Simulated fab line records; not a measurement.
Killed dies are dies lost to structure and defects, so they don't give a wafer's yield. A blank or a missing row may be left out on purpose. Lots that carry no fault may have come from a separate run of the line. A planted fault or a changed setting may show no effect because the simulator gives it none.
Split-lot trial :: flow n5_finfet :: on a route of 1938 steps: 7 lots, 21 wafers read

ON THE SPLIT
At N5_BEOL_M1_HM_DEP_02 (deposits TiN, target thk 20 nm), the setting target_thk_a was moved away from the recipe's 200 angstrom on 6 of the 21 wafers read, by -12.3% to +12.5%. For the rest of the wafers, this setting stayed at what the recipe calls for.

Reading taken at the split's own step.

THE READING
TiN_of_BEOL_M1_HM_DEP_02.thk_nm (the simulator's own value, which no gauge read), in nm, at N5_BEOL_M1_HM_DEP_02 (deposits TiN, target thk 20 nm). The file does not state a usual value for it. The 15 wafers here that ran the recipe average 20.0 nm, standard deviation 0.16 nm.

wafer: L074.1
tool, chamber at the split: pvd_sputter-02, -
target_thk_a as run, angstrom: 200
against the recipe: recipe
TiN_of_BEOL_M1_HM_DEP_02.thk_nm, nm: 19.8
against lot-mates on the recipe: -

wafer: L074.3
tool, chamber at the split: pvd_sputter-02, -
target_thk_a as run, angstrom: 213.4
against the recipe: +6.7%
TiN_of_BEOL_M1_HM_DEP_02.thk_nm, nm: 21.2
against lot-mates on the recipe: +1.3

wafer: L074.4
tool, chamber at the split: pvd_sputter-02, -
target_thk_a as run, angstrom: 200
against the recipe: recipe
TiN_of_BEOL_M1_HM_DEP_02.thk_nm, nm: 20
against lot-mates on the recipe: -

wafer: L076.1
tool, chamber at the split: pvd_sputter-02, -
target_thk_a as run, angstrom: 200
against the recipe: recipe
TiN_of_BEOL_M1_HM_DEP_02.thk_nm, nm: 20
against lot-mates on the recipe: -

wafer: L076.5
tool, chamber at the split: pvd_sputter-02, -
target_thk_a as run, angstrom: 200
against the recipe: recipe
TiN_of_BEOL_M1_HM_DEP_02.thk_nm, nm: 20
against lot-mates on the recipe: -

wafer: L076.2
tool, chamber at the split: pvd_sputter-02, -
target_thk_a as run, angstrom: 200
against the recipe: recipe
TiN_of_BEOL_M1_HM_DEP_02.thk_nm, nm: 20.2
against lot-mates on the recipe: -

wafer: L077.1
tool, chamber at the split: pvd_sputter-03, -
target_thk_a as run, angstrom: 213
against the recipe: +6.5%
TiN_of_BEOL_M1_HM_DEP_02.thk_nm, nm: 21.8
against lot-mates on the recipe: +1.6

wafer: L077.4
tool, chamber at the split: pvd_sputter-03, -
target_thk_a as run, angstrom: 200
against the recipe: recipe
TiN_of_BEOL_M1_HM_DEP_02.thk_nm, nm: 20.2
against lot-mates on the recipe: -

wafer: L077.5
tool, chamber at the split: pvd_sputter-03, -
target_thk_a as run, angstrom: 200
against the recipe: recipe
TiN_of_BEOL_M1_HM_DEP_02.thk_nm, nm: 20.2
against lot-mates on the recipe: -

wafer: L079.2
tool, chamber at the split: pvd_sputter-01, -
target_thk_a as run, angstrom: 175.3
against the recipe: -12.3%
TiN_of_BEOL_M1_HM_DEP_02.thk_nm, nm: 17.6
against lot-mates on the recipe: -2.2

wafer: L079.3
tool, chamber at the split: pvd_sputter-01, -
target_thk_a as run, angstrom: 175.3
against the recipe: -12.3%
TiN_of_BEOL_M1_HM_DEP_02.thk_nm, nm: 17.6
against lot-mates on the recipe: -2.2

wafer: L079.6
tool, chamber at the split: pvd_sputter-01, -
target_thk_a as run, angstrom: 200
against the recipe: recipe
TiN_of_BEOL_M1_HM_DEP_02.thk_nm, nm: 19.8
against lot-mates on the recipe: -

wafer: L084.1
tool, chamber at the split: pvd_sputter-02, -
target_thk_a as run, angstrom: 188.6
against the recipe: -5.7%
TiN_of_BEOL_M1_HM_DEP_02.thk_nm, nm: 18.8
against lot-mates on the recipe: -1.2

wafer: L084.3
tool, chamber at the split: pvd_sputter-02, -
target_thk_a as run, angstrom: 200
against the recipe: recipe
TiN_of_BEOL_M1_HM_DEP_02.thk_nm, nm: 20
against lot-mates on the recipe: -

wafer: L084.4
tool, chamber at the split: pvd_sputter-02, -
target_thk_a as run, angstrom: 200
against the recipe: recipe
TiN_of_BEOL_M1_HM_DEP_02.thk_nm, nm: 20
against lot-mates on the recipe: -

wafer: L090.1
tool, chamber at the split: pvd_sputter-02, -
target_thk_a as run, angstrom: 225
against the recipe: +12.5%
TiN_of_BEOL_M1_HM_DEP_02.thk_nm, nm: 22.4
against lot-mates on the recipe: +2.6

wafer: L090.2
tool, chamber at the split: pvd_sputter-02, -
target_thk_a as run, angstrom: 200
against the recipe: recipe
TiN_of_BEOL_M1_HM_DEP_02.thk_nm, nm: 19.8
against lot-mates on the recipe: -

wafer: L090.6
tool, chamber at the split: pvd_sputter-02, -
target_thk_a as run, angstrom: 200
against the recipe: recipe
TiN_of_BEOL_M1_HM_DEP_02.thk_nm, nm: 19.8
against lot-mates on the recipe: -

wafer: L091.1
tool, chamber at the split: pvd_sputter-02, -
target_thk_a as run, angstrom: 200
against the recipe: recipe
TiN_of_BEOL_M1_HM_DEP_02.thk_nm, nm: 20.2
against lot-mates on the recipe: -

wafer: L091.3
tool, chamber at the split: pvd_sputter-02, -
target_thk_a as run, angstrom: 200
against the recipe: recipe
TiN_of_BEOL_M1_HM_DEP_02.thk_nm, nm: 20.2
against lot-mates on the recipe: -

wafer: L091.6
tool, chamber at the split: pvd_sputter-02, -
target_thk_a as run, angstrom: 200
against the recipe: recipe
TiN_of_BEOL_M1_HM_DEP_02.thk_nm, nm: 20.2
against lot-mates on the recipe: -

FIT RESULTS
A straight line over all 21 wafers: TiN_of_BEOL_M1_HM_DEP_02.thk_nm changes by +0.2 nm for each +1% of target_thk_a; r = +0.99; the points scatter about the line by 0.19 nm.
The same after taking each lot's own level away (the mean of its wafers on the recipe; 21 wafers): +0.194 nm for each +1%; r = +0.99; scatter 0.11 nm.
That fit puts the effect of the largest move of target_thk_a on the reading at 2.4 nm.
The span of the lots' own levels, 19.80 to 20.20 nm, comes to 2.5 times the standard deviation stated above.
Hence the lot-to-lot level has little effect on the slope; both slopes agree.
Check: +2.41 nm against its lot-mates is what the line predicts for one of the wafers moved furthest among these (+12.5%) when that wafer is left out of the fit. It came out at +2.6 nm against them.

OTHER SPLITS APPLIED TO THESE WAFERS
Note: prior to the reading, these wafers also went through further splits. Each is held against what the fit with the lots' levels taken away leaves over:
other split on the same wafers: N5_MOL_CONTACT_COAG_COAT_76 spin_rpm
wafers away from the commonest value: 7
r with TiN_of_BEOL_M1_HM_DEP_02.thk_nm (lot level and that fit taken away): +0.21

other split on the same wafers: N5_BEOL_M0_SAQP_PECVD_96 time_s
wafers away from the commonest value: 7
r with TiN_of_BEOL_M1_HM_DEP_02.thk_nm (lot level and that fit taken away): -0.21

other split on the same wafers: N5_BEOL_M0_SAQP_COAT_08 spin_rpm
wafers away from the commonest value: 8
r with TiN_of_BEOL_M1_HM_DEP_02.thk_nm (lot level and that fit taken away): -0.26

other split on the same wafers: N5_BEOL_M0_SAQP_COAT_34 spin_rpm
wafers away from the commonest value: 9
r with TiN_of_BEOL_M1_HM_DEP_02.thk_nm (lot level and that fit taken away): -0.25

FILE'S OWN FIT
TiN_of_BEOL_M1_HM_DEP_02.thk_nm changes by +0.2 nm for each +1% of target_thk_a, r = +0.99.
